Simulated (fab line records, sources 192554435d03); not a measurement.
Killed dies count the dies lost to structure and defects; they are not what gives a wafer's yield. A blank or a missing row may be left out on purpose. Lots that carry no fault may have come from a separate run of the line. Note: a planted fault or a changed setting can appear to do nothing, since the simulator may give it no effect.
Split-lot experiment	flow n5-finfet	7 lots, 21 wafers read, on a route of 1938 steps

THE SPLIT ITSELF
At N5_BEOL_M5_COAT_66 (time 60 s, resist thk 12 nm), the setting spin-rpm was moved away from the recipe's 1500 rpm on 5 of the 21 wafers read, by -10.7% to +6.8%. The other wafers ran this setting at the recipe's value.

Reading taken at the split's own step.

THE READING
SiARC_of_BEOL_M5_COAT_66.thk-nm (the simulator's own value, which no gauge read), in nm, at N5_BEOL_M5_COAT_66 (time 60 s, resist thk 12 nm). The file gives no usual value for it.

wafer	tool, chamber at the split	spin-rpm as run, rpm	against the recipe	SiARC_of_BEOL_M5_COAT_66.thk-nm, nm	against lot-mates on the recipe
L074.2	litho-track-01, 0	1500	recipe	12	-
L074.4	litho-track-01, 0	1500	recipe	12	-
L074.6	litho-track-01, 0	1456	-2.9%	12.2	+0.2
L077.1	litho-track-05, 0	1500	recipe	12	-
L077.2	litho-track-05, 0	1500	recipe	12	-
L077.4	litho-track-05, 0	1500	recipe	12	-
L078.2	litho-track-04, 0	1500	recipe	12	-
L078.3	litho-track-04, 0	1500	recipe	12	-
L078.6	litho-track-04, 0	1500	recipe	12	-
L087.1	litho-track-01, 0	1500	recipe	12	-
L087.2	litho-track-01, 0	1500	recipe	12	-
L087.6	litho-track-01, 0	1500	recipe	12	-
L089.4	litho-track-04, 0	1339	-10.7%	12.8	+0.8
L089.5	litho-track-04, 0	1500	recipe	12	-
L089.6	litho-track-04, 0	1500	recipe	12	-
L091.2	litho-track-01, 0	1500	recipe	12	-
L091.6	litho-track-01, 0	1500	recipe	12	-
L091.5	litho-track-01, 0	1340	-10.7%	12.6	+0.6
L090.1	litho-track-05, 0	1500	recipe	12	-
L090.4	litho-track-05, 0	1602	+6.8%	11.6	-0.4
L090.6	litho-track-05, 0	1602	+6.8%	11.6	-0.4

THE FIT
A straight line over all 21 wafers: SiARC_of_BEOL_M5_COAT_66.thk-nm changes by -0.0635 nm for each +1% of spin-rpm; r = -0.99; the points scatter about the line by 0.034 nm.
The same after taking each lot's own level away (the mean of its wafers on the recipe; 21 wafers): -0.0635 nm for each +1%; r = -0.99; scatter 0.034 nm.
That fit puts the effect of the largest move of spin-rpm on the reading at 0.68 nm.
The lots' own levels span 12.00 to 12.00 nm.
So the lot-to-lot level changes the slope little: the two slopes agree.
Check: for one of the wafers moved furthest among these (-10.7%), held out of the fit, the line's prediction against its lot-mates is +0.621 nm. Against them it came out at +0.8 nm.

THESE WAFERS: OTHER SPLITS
Other splits were also applied to these wafers ahead of the reading. Each is held against what the fit with the lots' levels taken away leaves over:
other split on the same wafers	wafers away from the commonest value	r with SiARC_of_BEOL_M5_COAT_66.thk-nm (lot level and that fit taken away)
N5_BEOL_M1_COAT_73 spin-rpm	8	-0.12
N5_BEOL_M1_VIA_ETCH_34 time-s	4	-0.08
N5_BEOL_M1_TRENCH_ETCH_37 bias-w	7	+0.01
N5_BEOL_M2_TRENCH_ETCH_37 time-s	9	-0.17
N5_BEOL_M2_SPUTTER_96 time-s	8	+0.32
N5_BEOL_M3_TRENCH_ETCH_37 time-s	5	-0.31

FILE'S OWN FIT
SiARC_of_BEOL_M5_COAT_66.thk-nm changes by -0.0645 nm for each +1% of spin-rpm, r = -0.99.
